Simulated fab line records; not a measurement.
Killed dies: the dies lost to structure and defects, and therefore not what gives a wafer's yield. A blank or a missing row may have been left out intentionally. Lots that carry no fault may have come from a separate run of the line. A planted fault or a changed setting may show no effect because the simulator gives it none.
2 desks looking at one fault    flow n5_finfet    only its own numbers are on each desk; what lay behind them is given at the end

FROM THE METROLOGY DESK
What the gauges read for every lot (on any tool): the sampled wafers with a number, averaged. The brackets show how far a lot's mean lies from the usual mean; more than 4 standard deviations puts the lot out of limits, marked OUT.
Columns: A = cd_nm at N5_BEOL_M7_CD_MEAS_11, usual 38.3 nm
lot   first seen here  A
L222  day 9 04:38      38.4
L223  day 9 08:43      38.5
L224  day 9 11:46      38.0
L233  day 12 02:48     38.1
L234  day 12 08:26     38.0
L237  day 13 06:54     39.0
L238  day 13 10:48     37.6
L242  day 14 14:26     38.8
L241  day 15 06:12     38.5
L244  day 15 10:19     38.0
L245  day 16 06:46     38.4
This desk's verdict: no lot among the 11 shows anything out of limits.

DESK OF THE TOOL OWNER: litho_track-04
The tool's own readings at N5_BEOL_M7_COAT_63 (time 60 s, resist thk 60 nm): means of the sampled wafers that have a number, for each lot that ran on this tool. The brackets show how far a lot's mean lies from the usual mean; more than 4 standard deviations puts the lot out of limits, marked OUT.
Columns: A = heater_power_total_W at N5_BEOL_M7_COAT_63, usual 500.7 W; B = plate_temp_C at N5_BEOL_M7_COAT_63, usual 249.96 C
lot   first seen here  A                B
L224  day 9 13:46      500.3            249.76
L233  day 12 03:26     479.9 (-12) OUT  241.35 (-57) OUT
L234  day 12 11:01     479.7 (-12) OUT  241.35 (-57) OUT
L244  day 15 12:38     500.0            249.88
This desk's verdict: out of limits on L233, L234, starting with L233 at day 12 03:26 (heater_power_total_W at N5_BEOL_M7_COAT_63). L224, L244: within limits.

TAKEN TOGETHER
On L233, L234, at day 12 03:26, an alarm was possible from the tool owner's desk.
The metrology desk saw nothing out of limits.
The metrology desk holds a record of L233, L234, inside its limits.
Every lot named ran N5_BEOL_M7_COAT_63 on litho_track-04.

WHAT THE SIMULATOR PUT IN
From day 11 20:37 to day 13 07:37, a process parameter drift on litho_track-04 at N5_BEOL_M7_COAT_63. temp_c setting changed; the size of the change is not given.
Shown lots that were struck: L233, L234.
How many hours passed from the start of the fault until each desk's first out-of-limits reading: the tool owner's desk, 7.
